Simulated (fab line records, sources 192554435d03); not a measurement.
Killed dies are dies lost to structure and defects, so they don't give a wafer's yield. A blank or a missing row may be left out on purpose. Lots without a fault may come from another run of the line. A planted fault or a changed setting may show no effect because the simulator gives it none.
Which tool did it? | flow n5_finfet | 9 lots, 27 wafers sampled, at 6 steps of a route of 1938

WHAT THE GAUGES READ, wafer by wafer
N5_BEOL_M1_CD_MEAS_28: target cd y 23.3 nm.
lot  | measured     | on        | cd_nm (nm)
L737 | day 6 03:23  | cd_sem-02 | 23.98 23.46 23.77
L738 | day 6 07:17  | cd_sem-03 | 24.06 23.77 24.02
L742 | day 7 11:10  | cd_sem-02 | 23.78 23.92 23.79
L744 | day 7 19:22  | cd_sem-03 | 23.77 24.20 23.87
L745 | day 8 06:47  | cd_sem-02 | 23.71 24.02 23.78
L747 | day 8 17:53  | cd_sem-01 | 24.02 24.11 24.01
L756 | day 10 20:49 | cd_sem-03 | 24.36 23.95 24.09
L757 | day 11 02:13 | cd_sem-03 | 23.89 23.91 23.57
L759 | day 11 19:20 | cd_sem-01 | 24.05 24.31 24.43

N5_BEOL_M1_OVL_MEAS_29.
lot  | measured     | on         | V0_OVL (nm)
L737 | day 6 03:25  | overlay-01 | -0.2 -0.1 -0.7
L738 | day 6 07:20  | overlay-01 | 0.4 0.8 1.1
L742 | day 7 11:12  | overlay-02 | -0.6 -1.2 -1.0
L744 | day 7 19:23  | overlay-02 | 13.5 13.5 13.9
L745 | day 8 06:49  | overlay-01 | 12.7 12.9 13.2
L747 | day 8 17:55  | overlay-01 | -0.1 0.3 0.5
L756 | day 10 20:50 | overlay-01 | -0.2 0.6 0.4
L757 | day 11 02:16 | overlay-01 | -0.4 -0.3 0.4
L759 | day 11 19:22 | overlay-01 | -0.2 -0.6 -1.3

N5_BEOL_M4_RC_MEAS_101.
lot  | measured     | on        | DIBL_N (mV/V)  | DIBL_P (mV/V)  | IOFF_N (nA/um)    | IOFF_P (nA/um) | ION_N (uA/um) | ION_P (uA/um) | SS_N (mV/dec)  | SS_P (mV/dec)  | VT_N (mV)   | VT_P (mV)
L737 | day 9 08:02  | prober-02 | 36.5 36.4 35.1 | 36.9 36.1 35.6 | 0.170 0.159 0.143 | 0.23 0.22 0.22 | 681 664 675   | 467 457 469   | 72.2 72.2 72.0 | 73.9 73.9 73.2 | 246 251 252 | -247 -246 -246
L738 | day 9 11:49  | prober-02 | 36.7 36.7 33.5 | 35.8 35.5 31.3 | 0.154 0.141 0.101 | 0.20 0.19 0.15 | 674 657 650   | 462 454 450   | 72.0 71.0 71.0 | 73.0 73.0 72.1 | 251 254 255 | -253 -254 -256
L742 | day 10 22:27 | prober-01 | 33.6 36.9 34.7 | 34.2 38.5 35.2 | 0.113 0.172 0.136 | 0.19 0.26 0.21 | 644 676 673   | 456 473 473   | 71.4 71.7 71.2 | 72.4 73.6 72.9 | 255 248 253 | -247 -245 -248
L744 | day 11 01:23 | prober-01 | 33.4 34.5 36.9 | 30.6 33.8 35.4 | 0.099 0.123 0.152 | 0.15 0.19 0.20 | 645 671 662   | 449 467 460   | 70.3 70.3 72.2 | 71.7 72.5 73.3 | 256 252 249 | -254 -251 -249
L745 | day 11 05:56 | prober-01 | 34.2 35.1 36.6 | 33.1 34.1 36.1 | 0.111 0.124 0.150 | 0.15 0.15 0.18 | 654 647 663   | 447 441 451   | 71.0 71.6 72.1 | 71.8 72.7 73.1 | 257 255 251 | -257 -255 -256
L747 | day 11 12:44 | prober-02 | 35.8 35.1 36.3 | 35.9 35.9 36.2 | 0.134 0.132 0.141 | 0.17 0.18 0.17 | 677 669 662   | 452 467 451   | 71.8 71.2 71.6 | 72.7 72.4 73.2 | 252 252 253 | -258 -256 -258
L756 | day 14 05:24 | prober-02 | 35.8 33.6 34.9 | 34.9 31.3 33.4 | 0.155 0.109 0.135 | 0.19 0.14 0.17 | 680 653 674   | 462 449 463   | 71.8 71.5 71.9 | 72.8 73.0 72.8 | 249 257 250 | -252 -256 -253
L757 | day 14 16:58 | prober-02 | 35.5 36.1 35.4 | 33.7 34.1 33.8 | 0.136 0.144 0.135 | 0.21 0.21 0.20 | 674 661 664   | 473 459 459   | 70.9 71.4 71.3 | 72.8 73.5 73.4 | 254 251 251 | -250 -246 -247
L759 | day 15 06:46 | prober-01 | 35.3 35.7 37.0 | 36.1 36.1 37.1 | 0.156 0.171 0.177 | 0.23 0.22 0.23 | 681 677 676   | 467 468 465   | 71.0 71.2 71.9 | 73.7 74.0 74.4 | 248 249 251 | -249 -250 -250

WHICH TOOL RAN EACH LOT (tool, then ch and the chambers of the sampled wafers, then the start)
lot  | N5_BEOL_M1_DESCUM_16               | N5_BEOL_M1_EXPOSE_25              | N5_BEOL_M1_ETCH_69
L737 | rie_diel-03 ch 1,2,3, day 6 02:27  | euv_scanner-01 ch 0, day 6 03:15  | rie_diel-01 ch 0,3, day 6 03:51
L738 | rie_diel-03 ch 0,3, day 6 06:32    | euv_scanner-01 ch 0, day 6 07:09  | rie_diel-03 ch 0,1,2, day 6 07:28
L742 | rie_diel-01 ch 0,2,3, day 7 10:12  | euv_scanner-01 ch 0, day 7 11:01  | rie_diel-04 ch 1,3, day 7 11:20
L744 | rie_diel-01 ch 1,2,3, day 7 18:37  | euv_scanner-01 ch 0, day 7 19:13  | rie_diel-04 ch 0,2,3, day 7 19:32
L745 | rie_diel-01 ch 1,2,3, day 8 06:02  | euv_scanner-01 ch 0, day 8 06:38  | rie_diel-03 ch 0,1, day 8 06:58
L747 | rie_diel-03 ch 0,3, day 8 17:01    | euv_scanner-02 ch 0, day 8 17:44  | rie_diel-01 ch 1,2, day 8 18:07
L756 | rie_diel-04 ch 0,1,3, day 10 19:56 | euv_scanner-02 ch 0, day 10 20:40 | rie_diel-03 ch 0,3, day 10 20:59
L757 | rie_diel-03 ch 1,3, day 11 01:28   | euv_scanner-02 ch 0, day 11 02:05 | rie_diel-01 ch 0,3, day 11 02:24
L759 | rie_diel-01 ch 0,1,3, day 11 18:26 | euv_scanner-02 ch 0, day 11 19:11 | rie_diel-03 ch 0,1,2, day 11 19:30
- N5_BEOL_M1_DESCUM_16: chemistry O2, time 7 s.
- N5_BEOL_M1_EXPOSE_25: exposes mask V0, defocus 5 nm, target cd 24 nm.
- N5_BEOL_M1_ETCH_69: etches SiARC in CF4, target depth 15.6 nm, time 26 s.

WHAT THE TOOLS THEMSELVES READ (means of the sampled wafers that have a number; where no wafer has one, the mark that the record gives instead)
N5_BEOL_M1_DESCUM_16.
lot  | tool        | drypump_motor_current_A (A) | oes_product_au (a.u.) | rf_vpp_V (V) | showerhead_plenum_p_Torr (Torr) | throttle_valve_pct (%)
L737 | rie_diel-03 | 5.7                         | 0.80                  | 243.7        | 2.14                            | 20.63
L738 | rie_diel-03 | 5.5                         | 0.79                  | 242.1        | 2.09                            | 20.67
L742 | rie_diel-01 | 6.0                         | 0.73                  | 243.3        | 2.13                            | 20.35
L744 | rie_diel-01 | 6.0                         | 0.75                  | 243.5        | 2.11                            | 20.43
L745 | rie_diel-01 | 6.1                         | 0.74                  | 243.3        | 2.11                            | 20.44
L747 | rie_diel-03 | 5.9                         | 0.81                  | 242.1        | 2.07                            | 20.55
L756 | rie_diel-04 | 6.0                         | 0.73                  | 243.2        | 2.07                            | 20.52
L757 | rie_diel-03 | 6.3                         | 0.79                  | 242.7        | 2.08                            | 20.53
L759 | rie_diel-01 | 6.2                         | 0.78                  | 243.8        | 2.06                            | 20.28

N5_BEOL_M1_EXPOSE_25.
lot  | tool           | stage_msd_nm (nm)
L737 | euv_scanner-01 | 0.74
L738 | euv_scanner-01 | 0.74
L742 | euv_scanner-01 | 0.75
L744 | euv_scanner-01 | 0.75
L745 | euv_scanner-01 | 0.75
L747 | euv_scanner-02 | 0.85
L756 | euv_scanner-02 | 0.85
L757 | euv_scanner-02 | 0.85
L759 | euv_scanner-02 | 0.85

N5_BEOL_M1_ETCH_69.
lot  | tool        | bias_w (W) | drypump_motor_current_A (A) | etch_rf_on_time_s (s) | oes_product_au (a.u.) | rf_vpp_V (V) | showerhead_plenum_p_Torr (Torr) | throttle_valve_pct (%)
L737 | rie_diel-01 | 36.00      | 6.1                         | 26.7                  | 0.60                  | 184.4        | 2.15                            | 15.52
L738 | rie_diel-03 | 35.98      | 5.3                         | 26.5                  | 0.64                  | 184.4        | 2.19                            | 15.86
L742 | rie_diel-04 | 35.97      | 6.0                         | 26.1                  | 0.65                  | 184.1        | 2.11                            | 15.76
L744 | rie_diel-04 | 36.03      | 5.7                         | 26.2                  | 0.61                  | 183.8        | 2.15                            | 15.70
L745 | rie_diel-03 | 35.99      | 5.7                         | 26.5                  | 0.62                  | 185.0        | 2.19                            | 15.80
L747 | rie_diel-01 | 36.14      | 5.9                         | 26.3                  | 0.63                  | 184.8        | 2.16                            | 15.80
L756 | rie_diel-03 | 36.08      | 5.9                         | 24.9                  | 0.69                  | 182.0        | 2.10                            | 15.61
L757 | rie_diel-01 | 35.93      | 6.1                         | 25.8                  | 0.72                  | 184.3        | 2.14                            | 15.26
L759 | rie_diel-03 | 35.93      | 5.3                         | 26.9                  | 0.61                  | 184.7        | 2.18                            | 15.92

THE ANSWER, worked out from the rows above alone
Rule: what is usual is taken from the lots themselves. Put in order of their means at a reading, lots are off if they are a third of the lots or fewer, leave a main group of 4 or more, and stand apart from it by a gap of 3 or more times the standard deviation of the main group's means; of several such gaps the widest counts. A main group whose means are all the same, to the digits that the tables above print for the reading, isn't used. A lot without any number at a reading at which 4 lots or more have one is off too. The other lots that the step has rows for count as sound. The gauges are gone through in route order, then the tools' own readings, and for those a lot's mean is taken as printed above. The first step at which some lot is off is used, and at that step the reading that is off furthest; a lot without a number counts as furthest.
Off: L744, L745, at N5_BEOL_M1_OVL_MEAS_29 (V0_OVL). The main group: mean -0.1 nm, standard deviation 0.55.
A tool fits if, at a process step before that reading, it ran every lot that is off, and no sound lot after the first of them. The gauges at N5_BEOL_M1_OVL_MEAS_29 are tried like those tools. One fits: euv_scanner-01 at N5_BEOL_M1_EXPOSE_25. Its last sound lot is L742 (day 7 11:01), its first lot that is off L744 (day 7 19:13): a fault that began between those two fits.

WHAT THE SIMULATOR HAD PUT IN
Scanner matching overlay: euv_scanner-01, from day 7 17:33 on, at N5_BEOL_M1_EXPOSE_25. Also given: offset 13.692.
Lots struck among those shown: L744, L745. The rule above found the same.
